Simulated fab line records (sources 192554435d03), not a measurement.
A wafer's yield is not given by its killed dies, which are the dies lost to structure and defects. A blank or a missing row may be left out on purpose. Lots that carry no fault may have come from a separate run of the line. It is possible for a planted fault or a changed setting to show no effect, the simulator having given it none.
Comparing a struck lot with a sound one | flow n5-finfet | 15 out of 1938 route steps
Sound: wafers L652.3, L652.4, L652.6. The struck wafers were L662.4, L662.5, L662.6. At the end, the cause is stated.
Each step with rows lists, per side, the tool, then ch with its chambers, then its first start. Under that, the readings that differ: sound wafers | struck wafers | difference of the means | sigmas: that difference in standard deviations of wafers without a fault.
alike: same words and numbers on both sides, and readings whose means sit less than 2 such deviations apart. not compared: any withheld reading, any reading some wafer has no value for, any bound like >300 that may hide the same value, and any number with overlapping values for which the record gives no deviation.
Wherever a step has rows on one side only, a row that says differs or no value, or a row with sigmas, the two part there. Non-overlapping numbers with no deviation appear without sigmas and do not part them. Lack of a reading on every wafer of one side parts them only where that side has two or more wafers.

first, 7 steps without rows for these wafers: N5_PASSIVATION_COAT_04; N5_PASSIVATION_EBR_06; N5_PASSIVATION_SOFTBAKE_05 (time 90 s); N5_PASSIVATION_EXPOSE_07 (exposes mask TV, defocus 0 nm, target cd 3000 nm); N5_PASSIVATION_PEB_08; N5_PASSIVATION_DEVELOP_09 (develop time 60 s); N5_PASSIVATION_HARDBAKE_11 (time 120 s).
N5_PASSIVATION_CD_MEAS_10 targets a cd of 3000 nm.
  sound on cd-sem-03 ch 0, day 14 10:20; struck on cd-sem-01 ch 0, day 17 09:11
  alike: cd-nm
N5_PASSIVATION_OVL_MEAS_60:
  sound on overlay-01 ch 0, day 14 10:22; struck on overlay-02 ch 0, day 17 09:13
  alike: TV_OVL
N5_PASSIVATION_INSPECT_61: inspects for defects (macro).
  sound on defect-inspect-02, day 14 10:23; struck on defect-inspect-01, day 17 09:15
  alike: raw-defect-count
N5_PASSIVATION_DESCUM_12: chemistry O2, time 7.9 s.
  sound on rie-diel-01 ch 0,2,3, day 14 10:27; struck on rie-diel-01 ch 0,3, day 17 09:34
  alike: drypump-motor-current-A, oes-product-au, rf-vpp-V, showerhead-plenum-p-Torr, throttle-valve-pct
  not compared: rf-hours-counter-h
N5_PASSIVATION_PASS_ETCH_74: etches SiNx in CF4/O2, target depth 220 nm, time 110 s.
  sound on rie-diel-01 ch 0,2,3, day 14 10:31; struck on rie-diel-01 ch 0,3, day 17 09:41
  alike: drypump-motor-current-A, oes_f_703_au, oes-product-au, rf-fwd-power-W, rf-vpp-V, showerhead-plenum-p-Torr, throttle-valve-pct
  not compared: rf-hours-counter-h
N5_PASSIVATION_VIA_ETCH_13: etches SiO2 in CHF3/O2, target depth 660 nm, time 330 s.
  sound on rie-diel-01 ch 0,2,3, day 14 10:36; struck on rie-diel-01 ch 0,3, day 17 09:53
  reading               | sound             | struck            | difference | sigmas
  etch-rf-on-time-s (s) | 245 241 237       | 216 218 216       | -24        | -4
  oes_f_703_au (a.u.)   | 0.69 0.96 0.73    | 1.13 0.90 1.13    | +0.26      | +3
  rf-fwd-power-W (W)    | 649.9 645.9 646.5 | 805.4 802.7 806.5 | +157.4     | +87
  rf-vpp-V (V)          | 532 509 518       | 457 466 458       | -59        | -4
  alike: drypump-motor-current-A, oes-product-au, showerhead-plenum-p-Torr, throttle-valve-pct
  not compared: rf-hours-counter-h
N5_PASSIVATION_STRIP_14: strips in O2.
  sound on rie-diel-01 ch 0,2,3, day 14 10:48; struck on rie-diel-01 ch 0,3, day 17 10:05
  alike: drypump-motor-current-A, oes-product-au, rf-vpp-V, showerhead-plenum-p-Torr, throttle-valve-pct
  not compared: rf-hours-counter-h
following that, these wafers have no rows for 1 step: N5_PASSIVATION_PROBE_49.

## WHERE THEY PART
Only at N5_PASSIVATION_VIA_ETCH_13, as far as this record shows. Later steps at which nothing parts them and some readings are alike: N5_PASSIVATION_STRIP_14.

WHY: what the simulator had put in
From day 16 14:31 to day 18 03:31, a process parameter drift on rie-diel-01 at N5_PASSIVATION_VIA_ETCH_13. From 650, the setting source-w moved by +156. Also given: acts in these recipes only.
